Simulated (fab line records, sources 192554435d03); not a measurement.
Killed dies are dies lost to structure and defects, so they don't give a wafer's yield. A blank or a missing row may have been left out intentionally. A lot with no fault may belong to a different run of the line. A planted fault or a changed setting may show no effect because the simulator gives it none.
What tool caused it?    flow n5-finfet    22 lots with 66 wafers sampled at 4 steps, on a route of 1938 steps

## WHAT THE GAUGES READ, wafer by wafer
N5_GATE_CUT_OVL_MEAS_14. Usual: for GATE_CUT_OVL the level is -0.3 nm and the standard deviation is 0.65.
lot   measured      on          GATE_CUT_OVL (nm)  flag
L074  day 4 15:36   overlay-02  -0.6 -1.1 -0.9     
L075  day 4 20:38   overlay-02  -0.4 0.4 0.1       
L076  day 5 04:34   overlay-02  0.8 0.0 0.9        
L077  day 5 11:41   overlay-02  1.2 0.2 -0.1       
L078  day 5 15:03   overlay-01  -0.5 0.2 0.2       
L079  day 5 18:53   overlay-02  -0.2 0.0 0.4       
L080  day 5 22:51   overlay-01  -0.9 -0.5 -0.5     
L081  day 6 09:01   overlay-01  1.0 -0.1 -0.3      
L082  day 6 14:34   overlay-01  0.7 0.1 -0.6       
L083  day 6 21:29   overlay-01  0.9 -0.5 -0.6      
L084  day 7 00:29   overlay-02  -0.7 0.0 -0.8      
L085  day 7 14:25   overlay-02  0.7 0.1 -0.5       
L086  day 7 18:16   overlay-01  -0.2 -0.3 -0.4     
L087  day 7 22:40   overlay-02  -0.9 -0.4 -0.8     
L089  day 8 05:27   overlay-02  -0.7 -0.8 -1.6     
L090  day 8 10:57   overlay-01  -0.6 -0.3 -0.4     
L091  day 8 17:19   overlay-02  0.2 0.0 0.2        
L092  day 9 05:05   overlay-02  -0.6 -0.4 -0.6     
L093  day 9 07:57   overlay-01  -0.6 0.0 0.2       
L094  day 9 14:14   overlay-02  -0.9 -1.3 -0.5     
L096  day 10 05:18  overlay-02  0.7 -0.1 -0.1      
L097  day 10 06:18  overlay-01  -2.1 -1.9 -0.8     

## WHAT TOOL EACH LOT RAN ON (gives the tool, then ch and the chambers of the sampled wafers, and finally the start)
lot   N5_HKMG_FIN_STRIP_92               N5_HKMG_FIN_STRIP_88                 N5_HKMG_FIN_STRIP_90
L074  rie-diel-02 ch 0,1, day 4 07:43    plasma-asher-01 ch 0,1, day 4 08:56  rie-diel-04 ch 0,2,3, day 4 09:43
L075  rie-diel-04 ch 2,3, day 4 09:18    plasma-asher-01 ch 0,1, day 4 10:26  rie-diel-04 ch 0,1,3, day 4 11:19
L076  rie-diel-02 ch 1,2, day 4 20:28    plasma-asher-01 ch 0,1, day 4 21:35  rie-diel-02 ch 0,1,3, day 4 22:28
L077  rie-diel-02 ch 0,1,3, day 5 04:02  plasma-asher-02 ch 0,1, day 5 05:10  rie-diel-05 ch 0,1,2, day 5 06:03
L078  rie-diel-05 ch 0,2, day 5 07:28    plasma-asher-01 ch 0,1, day 5 08:42  rie-diel-02 ch 0,1,3, day 5 09:28
L079  rie-diel-05 ch 1,2, day 5 11:04    plasma-asher-01 ch 0,1, day 5 12:20  rie-diel-02 ch 0,1,2, day 5 13:20
L080  rie-diel-05 ch 0,1,2, day 5 15:01  plasma-asher-01 ch 0,1, day 5 16:18  rie-diel-02 ch 1,2,3, day 5 17:11
L081  rie-diel-02 ch 0,2,3, day 6 00:54  plasma-asher-02 ch 0,1, day 6 02:09  rie-diel-02 ch 2,3, day 6 03:07
L082  rie-diel-05 ch 0,2, day 6 06:58    plasma-asher-02 ch 0,1, day 6 08:08  rie-diel-04 ch 0,1,2, day 6 09:02
L083  rie-diel-05 ch 1,2, day 6 13:53    plasma-asher-02 ch 0,1, day 6 15:03  rie-diel-02 ch 1,2, day 6 15:56
L084  rie-diel-05 ch 1,2,3, day 6 16:28  plasma-asher-01 ch 0,1, day 6 17:37  rie-diel-04 ch 0,2, day 6 18:29
L085  rie-diel-04 ch 0,1,2, day 7 06:20  plasma-asher-01 ch 0,1, day 7 07:37  rie-diel-02 ch 0,2,3, day 7 08:29
L086  rie-diel-04 ch 0,1, day 7 10:30    plasma-asher-02 ch 0,1, day 7 11:38  rie-diel-05 ch 1,3, day 7 12:31
L087  rie-diel-04 ch 0,2,3, day 7 14:33  plasma-asher-01 ch 0,1, day 7 15:52  rie-diel-05 ch 0,1,2, day 7 16:44
L089  rie-diel-04 ch 0,1,3, day 7 21:18  plasma-asher-02 ch 0,1, day 7 22:28  rie-diel-04 ch 0,2,3, day 7 23:24
L090  rie-diel-05 ch 1,2, day 8 02:58    plasma-asher-02 ch 0,1, day 8 04:06  rie-diel-04 ch 0,3, day 8 05:23
L091  rie-diel-05 ch 1,2, day 8 08:19    plasma-asher-01 ch 0,1, day 8 09:38  rie-diel-04 ch 0,2,3, day 8 10:23
L092  rie-diel-02 ch 1,2,3, day 8 21:11  plasma-asher-02 ch 0,1, day 8 22:30  rie-diel-02 ch 1,2, day 8 23:28
L093  rie-diel-05 ch 2,3, day 9 00:04    plasma-asher-01 ch 0, day 9 01:12    rie-diel-04 ch 0,2,3, day 9 02:13
L094  rie-diel-02 ch 0,1,2, day 9 05:25  plasma-asher-02 ch 0,1, day 9 06:32  rie-diel-02 ch 0,1,3, day 9 07:28
L096  rie-diel-02 ch 0,1, day 9 21:26    plasma-asher-02 ch 1, day 9 22:46    rie-diel-05 ch 0,1, day 9 23:40
L097  rie-diel-05 ch 0,1,2, day 9 22:11  plasma-asher-02 ch 0,1, day 9 23:22  rie-diel-05 ch 0,2, day 10 00:21
- N5_HKMG_FIN_STRIP_92: strips SOC in N2/H2, time 20 s.
- N5_HKMG_FIN_STRIP_88: strips in N2/H2, time 360 s.
- N5_HKMG_FIN_STRIP_90: strips SOC in N2/H2, time 20 s.

## AS READ BY THE TOOLS THEMSELVES (means over the sampled wafers that have a number; for cases with no such wafer, the mark the record gives instead)
N5_HKMG_FIN_STRIP_92. Usual: drypump-motor-current-A 5.8 A, standard deviation 0.42; oes-product-au 0.77 a.u., standard deviation 0.1; rf-fwd-power-W 496.4 W, standard deviation 1.6; rf-vpp-V 54.3 V, standard deviation 0.97; showerhead-plenum-p-Torr 3.35 Torr, standard deviation 0.14; throttle-valve-pct 19.1 %, standard deviation 0.37.
lot   tool         drypump-motor-current-A (A)  oes-product-au (a.u.)  rf-fwd-power-W (W)  rf-vpp-V (V)  showerhead-plenum-p-Torr (Torr)  throttle-valve-pct (%)  flag
L074  rie-diel-02  6.1                          0.71                   497.9               54.2          3.31                             19.0                    
L075  rie-diel-04  5.5                          0.70                   496.6               55.3          3.34                             19.5                    
L076  rie-diel-02  5.8                          0.69                   495.8               53.3          3.43                             19.4                    
L077  rie-diel-02  6.2                          0.69                   497.6               54.0          3.35                             19.2                    
L078  rie-diel-05  5.3                          0.73                   493.5               54.6          3.35                             18.9                    
L079  rie-diel-05  5.7                          0.75                   496.5               54.0          3.23                             18.8                    
L080  rie-diel-05  5.6                          0.74                   495.7               55.0          3.35                             18.8                    
L081  rie-diel-02  6.1                          0.70                   496.7               54.8          3.30                             19.1                    
L082  rie-diel-05  5.2                          0.72                   495.9               53.6          3.34                             18.9                    
L083  rie-diel-05  5.7                          0.74                   496.9               53.6          3.22                             18.8                    
L084  rie-diel-05  5.7                          0.83                   498.0               54.2          3.30                             19.1                    
L085  rie-diel-04  5.5                          0.76                   497.6               54.7          3.47                             19.2                    
L086  rie-diel-04  5.5                          0.76                   497.3               54.0          3.51                             18.9                    
L087  rie-diel-04  5.7                          0.84                   496.5               54.5          3.41                             19.1                    
L089  rie-diel-04  5.7                          0.84                   496.2               54.4          3.44                             18.8                    
L090  rie-diel-05  5.7                          0.73                   497.0               54.2          3.21                             18.8                    
L091  rie-diel-05  5.7                          0.72                   496.1               53.0          3.21                             18.8                    
L092  rie-diel-02  6.0                          0.75                   495.1               55.3          3.37                             19.4                    
L093  rie-diel-05  5.6                          0.86                   495.8               53.5          3.23                             19.4                    
L094  rie-diel-02  5.9                          0.75                   497.0               53.8          3.33                             19.1                    
L096  rie-diel-02  6.0                          0.82                   498.1               53.8          3.37                             19.1                    
L097  rie-diel-05  5.6                          0.79                   495.9               54.5          3.33                             18.8                    

N5_HKMG_FIN_STRIP_88. Usual: drypump-motor-current-A 5.55 A, standard deviation 0.16; heater-power-w 476 W, standard deviation 36.
lot   tool             drypump-motor-current-A (A)  heater-power-w (W)  flag
L074  plasma-asher-01  5.56                         457                 
L075  plasma-asher-01  5.43                         492                 
L076  plasma-asher-01  5.54                         457                 
L077  plasma-asher-02  5.60                         482                 
L078  plasma-asher-01  5.56                         462                 
L079  plasma-asher-01  5.43                         494                 
L080  plasma-asher-01  5.42                         492                 
L081  plasma-asher-02  5.63                         468                 
L082  plasma-asher-02  5.60                         482                 
L083  plasma-asher-02  5.61                         467                 
L084  plasma-asher-01  5.43                         493                 
L085  plasma-asher-01  5.42                         490                 
L086  plasma-asher-02  5.58                         482                 
L087  plasma-asher-01  5.41                         495                 
L089  plasma-asher-02  5.59                         480                 
L090  plasma-asher-02  5.60                         473                 
L091  plasma-asher-01  5.55                         455                 
L092  plasma-asher-02  5.61                         484                 
L093  plasma-asher-01  5.27                         523                 
L094  plasma-asher-02  5.61                         481                 
L096  plasma-asher-02  5.56                         491                 
L097  plasma-asher-02  5.60                         472                 

N5_HKMG_FIN_STRIP_90. Usual: drypump-motor-current-A 5.8 A, standard deviation 0.39; oes-product-au 0.76 a.u., standard deviation 0.11; rf-fwd-power-W 497.2 W, standard deviation 1.6; rf-vpp-V 54.2 V, standard deviation 0.92; showerhead-plenum-p-Torr 3.37 Torr, standard deviation 0.13; throttle-valve-pct 19.1 %, standard deviation 0.4.
lot   tool         drypump-motor-current-A (A)  oes-product-au (a.u.)  rf-fwd-power-W (W)  rf-vpp-V (V)  showerhead-plenum-p-Torr (Torr)  throttle-valve-pct (%)  flag
L074  rie-diel-04  5.7                          0.77                   496.6               53.8          3.42                             19.2                    
L075  rie-diel-04  5.7                          0.77                   496.9               53.9          3.46                             18.9                    
L076  rie-diel-02  6.3                          0.69                   496.6               54.2          3.35                             19.2                    
L077  rie-diel-05  5.6                          0.74                   496.6               54.2          3.36                             18.9                    
L078  rie-diel-02  6.2                          0.69                   496.9               54.2          3.34                             19.3                    
L079  rie-diel-02  5.9                          0.70                   497.7               53.9          3.34                             19.2                    
L080  rie-diel-02  6.1                          0.69                   496.1               53.3          3.39                             19.4                    
L081  rie-diel-02  6.3                          0.69                   496.9               54.4          3.35                             19.4                    
L082  rie-diel-04  5.5                          0.77                   497.8               54.3          3.47                             19.2                    
L083  rie-diel-02  5.8                          0.67                   497.7               54.0          3.42                             19.5                    
L084  rie-diel-04  5.4                          0.76                   496.9               54.5          3.43                             19.6                    
L085  rie-diel-02  6.1                          0.70                   497.3               54.2          3.30                             19.2                    
L086  rie-diel-05  5.7                          0.90                   496.3               55.0          3.36                             19.4                    
L087  rie-diel-05  5.6                          0.83                   498.1               53.3          3.34                             18.7                    
L089  rie-diel-04  5.7                          0.83                   496.3               54.7          3.40                             19.1                    
L090  rie-diel-04  5.8                          0.90                   496.9               53.9          3.48                             18.9                    
L091  rie-diel-04  5.7                          0.82                   496.8               54.5          3.40                             19.2                    
L092  rie-diel-02  5.8                          0.83                   496.3               54.6          3.41                             19.2                    
L093  rie-diel-04  5.7                          0.82                   496.4               54.4          3.40                             19.2                    
L094  rie-diel-02  6.2                          0.75                   497.2               53.2          3.33                             19.1                    
L096  rie-diel-05  5.8                          0.81                   498.2               53.9          3.46                             18.9                    
L097  rie-diel-05  5.4                          0.78                   499.5               53.8          3.20                             18.7                    

## THE ANSWER, worked out from the rows above alone
Rule: take the mean of a lot's wafers that have a number; if it is more than 3 standard deviations from the usual mean, the lot is off. Also off: a lot with no number at a reading for which 4 or more lots have one. The other lots that the step has rows for count as sound. After the gauges, taken in route order, come the tools' own readings; for these a lot's mean is taken, as printed above. The first step at which some lot is off is used, and at that step the reading that is off furthest; a lot without a number counts as furthest.
Across all readings shown, no lot is off: no conclusion can be drawn from this.

## WHAT WAS PUT IN BY THE SIMULATOR
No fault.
